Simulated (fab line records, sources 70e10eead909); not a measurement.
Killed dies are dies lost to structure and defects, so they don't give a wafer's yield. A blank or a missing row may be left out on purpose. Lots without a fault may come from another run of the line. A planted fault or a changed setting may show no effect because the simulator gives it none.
Tool commonality check | flow nand_harc | 11 lots, 42 wafers sampled

WHY IT WAS OPENED
At NHARC_P_ZERO_WELL_CD_MEAS_11 the reading cd_nm is flagged on 3 of 11 lots. Wafers without a fault read 500.4 nm, standard deviation 2.
Rule: a lot is flagged when every wafer of it that has a number lies more than 4 standard deviations from that mean, or none has a number. The other lots count as sound.

lot  | measured     | on        | cd_nm (nm), wafer by wafer          | flag
L743 | day 2 07:16  | cd_sem-02 | 499.5 501.6 501.0                   |
L744 | day 2 17:15  | cd_sem-03 | 498.9 501.8 501.2                   |
L745 | day 3 03:14  | cd_sem-03 | 496.8 500.4 500.0                   |
L746 | day 3 13:07  | cd_sem-01 | 499.8 500.8 501.1                   |
L750 | day 5 05:16  | cd_sem-03 | 501.5 498.3 500.8                   |
L751 | day 5 15:14  | cd_sem-01 | 502.4 502.0 500.3                   |
L755 | day 7 07:15  | cd_sem-01 | 498.9 500.4 503.6                   |
L757 | day 8 03:14  | cd_sem-01 | 500.7 501.5 498.8                   |
L760 | day 9 09:14  | cd_sem-02 | 444.6 446.6 443.1 444.9 446.8 443.1 | FLAGGED
L763 | day 10 15:14 | cd_sem-02 | 456.3 456.7 455.7 456.4 456.9 455.4 | FLAGGED
L765 | day 11 11:14 | cd_sem-01 | 465.8 466.4 468.7 465.5 466.8 468.6 | FLAGGED
The numbers of the flagged lots are 456.0 nm on average: -44.4 nm against the usual, or -22 standard deviations.

WHICH TOOL RAN EACH LOT
The record holds 1 process step before the reading, out of a route of 1302 steps. In each cell: the tool, then ch and the chambers that the sampled wafers went through, then the start.
lot  | flag    | NHARC_P_ZERO_WELL_EXPOSE_08
L743 |         | krf_scanner-01 ch 0, day 2 07:06
L744 |         | krf_scanner-02 ch 0, day 2 17:06
L745 |         | krf_scanner-01 ch 0, day 3 03:05
L746 |         | krf_scanner-01 ch 0, day 3 12:58
L750 |         | krf_scanner-03 ch 0, day 5 05:06
L751 |         | krf_scanner-01 ch 0, day 5 15:05
L755 |         | krf_scanner-01 ch 0, day 7 07:06
L757 |         | krf_scanner-01 ch 0, day 8 03:05
L760 | FLAGGED | krf_scanner-01 ch 0, day 9 09:05
L763 | FLAGGED | krf_scanner-01 ch 0, day 10 15:05
L765 | FLAGGED | krf_scanner-01 ch 0, day 11 11:05
What these steps do:
- NHARC_P_ZERO_WELL_EXPOSE_08: exposes mask P ZERO, target cd 500 nm.
- NHARC_P_ZERO_WELL_CD_MEAS_11: target cd 500 nm.

FLAGGED OVER TOTAL, TOOL BY TOOL (the gauges that took the reading come last)
step                         | tool           | lots run | flagged | share of the flagged lots | sound lots run after its first flagged lot
NHARC_P_ZERO_WELL_EXPOSE_08  | krf_scanner-01 | 9        | 3       | all                       | 0
NHARC_P_ZERO_WELL_EXPOSE_08  | krf_scanner-02 | 1        | 0       | none                      | -
NHARC_P_ZERO_WELL_EXPOSE_08  | krf_scanner-03 | 1        | 0       | none                      | -
NHARC_P_ZERO_WELL_CD_MEAS_11 | cd_sem-01      | 5        | 1       | some                      | 0
NHARC_P_ZERO_WELL_CD_MEAS_11 | cd_sem-02      | 3        | 2       | some                      | 0
NHARC_P_ZERO_WELL_CD_MEAS_11 | cd_sem-03      | 3        | 0       | none                      | -

WHAT THE TABLE ALLOWS
1 row of the table ran every flagged lot: krf_scanner-01 at NHARC_P_ZERO_WELL_EXPOSE_08.
- krf_scanner-01 at NHARC_P_ZERO_WELL_EXPOSE_08: 3 of its 9 lots flagged. Its last sound lot is L757 (day 8 03:05), its first flagged lot L760 (day 9 09:05): a fault that began between those two fits. Its own readings lie more than 4 standard deviations out on every wafer of the flagged lots: exposure_dose_mJ_cm2.
One tool is left: krf_scanner-01 at NHARC_P_ZERO_WELL_EXPOSE_08.

WHAT THE SIMULATOR HAD PUT IN
Process parameter drift: krf_scanner-01, from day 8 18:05 on, at NHARC_P_ZERO_WELL_EXPOSE_08. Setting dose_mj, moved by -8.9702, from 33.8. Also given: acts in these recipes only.
Lots struck among those shown: L760, L763, L765. The rule above found the same.
